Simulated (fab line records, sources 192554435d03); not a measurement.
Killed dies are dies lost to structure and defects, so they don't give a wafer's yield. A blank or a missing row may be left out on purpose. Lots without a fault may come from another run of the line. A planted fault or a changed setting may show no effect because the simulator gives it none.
Split-lot experiment | flow n5_finfet | 7 lots, 39 wafers read, on a route of 1938 steps

THE SPLIT
At N5_DUMMY_GATE_ETCH_37 (etches SOC in N2/H2, target depth 60 nm, overetch 30 nm), the setting source_w was moved away from the recipe's 840 W on 18 of the 39 wafers read, by -11.2% to +19.0%. The other wafers ran this setting at the recipe's value.

The reading is taken at the split's own step.

THE READING
rf_vpp_V, in V, at N5_DUMMY_GATE_ETCH_37 (etches SOC in N2/H2, target depth 60 nm, overetch 30 nm). Fault-free wafers of this fab line usually give 523.8 V, standard deviation 2.6 V.

wafer  | tool, chamber at the split | source_w as run, W | against the recipe | rf_vpp_V, V | against lot-mates on the recipe
L074.1 | rie_diel-03, 3             | 840                | recipe             | 528.1       | -
L074.2 | rie_diel-03, 2             | 781.9              | -6.9%              | 533.5       | +8.4
L074.3 | rie_diel-03, 0             | 781.9              | -6.9%              | 538.4       | +13.3
L074.4 | rie_diel-03, 2             | 840                | recipe             | 520.9       | -
L074.5 | rie_diel-03, 0             | 781.9              | -6.9%              | 537.3       | +12.2
L074.6 | rie_diel-03, 3             | 840                | recipe             | 526.4       | -
L075.1 | rie_diel-05, 2             | 999.5              | +19.0%             | 497.7       | -26.4
L075.2 | rie_diel-05, 1             | 840                | recipe             | 526.9       | -
L075.3 | rie_diel-05, 3             | 840                | recipe             | 527.6       | -
L075.4 | rie_diel-05, 0             | 840                | recipe             | 517.8       | -
L075.5 | rie_diel-05, 0             | 999.5              | +19.0%             | 490.0       | -34.1
L075.6 | rie_diel-05, 3             | 999.5              | +19.0%             | 498.2       | -25.9
L078.4 | rie_diel-03, 2             | 840                | recipe             | 519.2       | -
L078.5 | rie_diel-03, 0             | 840                | recipe             | 524.2       | -
L078.6 | rie_diel-03, 1             | 840                | recipe             | 524.0       | -
L086.1 | rie_diel-03, 3             | 840                | recipe             | 526.6       | -
L086.2 | rie_diel-03, 2             | 910                | +8.3%              | 506.9       | -18.8
L086.3 | rie_diel-03, 0             | 840                | recipe             | 524.1       | -
L086.4 | rie_diel-03, 1             | 910                | +8.3%              | 508.5       | -17.2
L086.5 | rie_diel-03, 3             | 840                | recipe             | 526.4       | -
L086.6 | rie_diel-03, 2             | 910                | +8.3%              | 506.9       | -18.8
L089.1 | rie_diel-01, 2             | 840                | recipe             | 522.5       | -
L089.2 | rie_diel-01, 1             | 956.9              | +13.9%             | 503.1       | -20.0
L089.3 | rie_diel-01, 3             | 840                | recipe             | 520.9       | -
L089.4 | rie_diel-01, 0             | 956.9              | +13.9%             | 503.0       | -20.1
L089.5 | rie_diel-01, 1             | 840                | recipe             | 525.8       | -
L089.6 | rie_diel-01, 0             | 956.9              | +13.9%             | 503.0       | -20.1
L091.1 | rie_diel-01, 3             | 840                | recipe             | 520.6       | -
L091.2 | rie_diel-01, 0             | 789.4              | -6.0%              | 536.2       | +14.7
L091.3 | rie_diel-01, 2             | 789.4              | -6.0%              | 534.0       | +12.5
L091.4 | rie_diel-01, 3             | 840                | recipe             | 520.3       | -
L091.5 | rie_diel-01, 0             | 840                | recipe             | 523.7       | -
L091.6 | rie_diel-01, 2             | 789.4              | -6.0%              | 534.3       | +12.8
L094.1 | rie_diel-05, 2             | 840                | recipe             | 528.1       | -
L094.2 | rie_diel-05, 3             | 745.6              | -11.2%             | 547.7       | +20.0
L094.3 | rie_diel-05, 1             | 745.6              | -11.2%             | 549.3       | +21.6
L094.4 | rie_diel-05, 0             | 745.6              | -11.2%             | 539.8       | +12.1
L094.5 | rie_diel-05, 2             | 840                | recipe             | 527.4       | -
L094.6 | rie_diel-05, 1             | 840                | recipe             | 527.6       | -

THE FIT
A straight line over all 39 wafers: rf_vpp_V changes by -1.65 V for each +1% of source_w; r = -0.97; the points scatter about the line by 3.3 V.
The same after taking each lot's own level away (the mean of its wafers on the recipe; 39 wafers): -1.61 V for each +1%; r = -0.97; scatter 3.2 V.
On that fit, the largest move of source_w shifts the reading by 31 V.
The lots' own levels span 521.53 to 527.70 V, that is 2.4 times the standard deviation above.
So the lot-to-lot level changes the slope little: the two slopes agree.
Check: with one of the wafers moved furthest among these (+19.0%) left out of the fit, the line predicts -31 V for it against its lot-mates. It came out at -26.4 V against them.
Tool readings at the split's step, against how far the setting was moved: rf_vpp_V r = -0.97.

OTHER SPLITS ON THESE WAFERS
These wafers also went through other splits before the reading. Each is held against what the fit with the lots' levels taken away leaves over:
other split on the same wafers | wafers away from the commonest value | r with rf_vpp_V (lot level and that fit taken away)
N5_FIN_SAQP_HM_DEP_03 time_s   | 18                                   | +0.01

THE FILE'S OWN FIT
rf_vpp_V changes by -1.6 V for each +1% of source_w, r = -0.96.
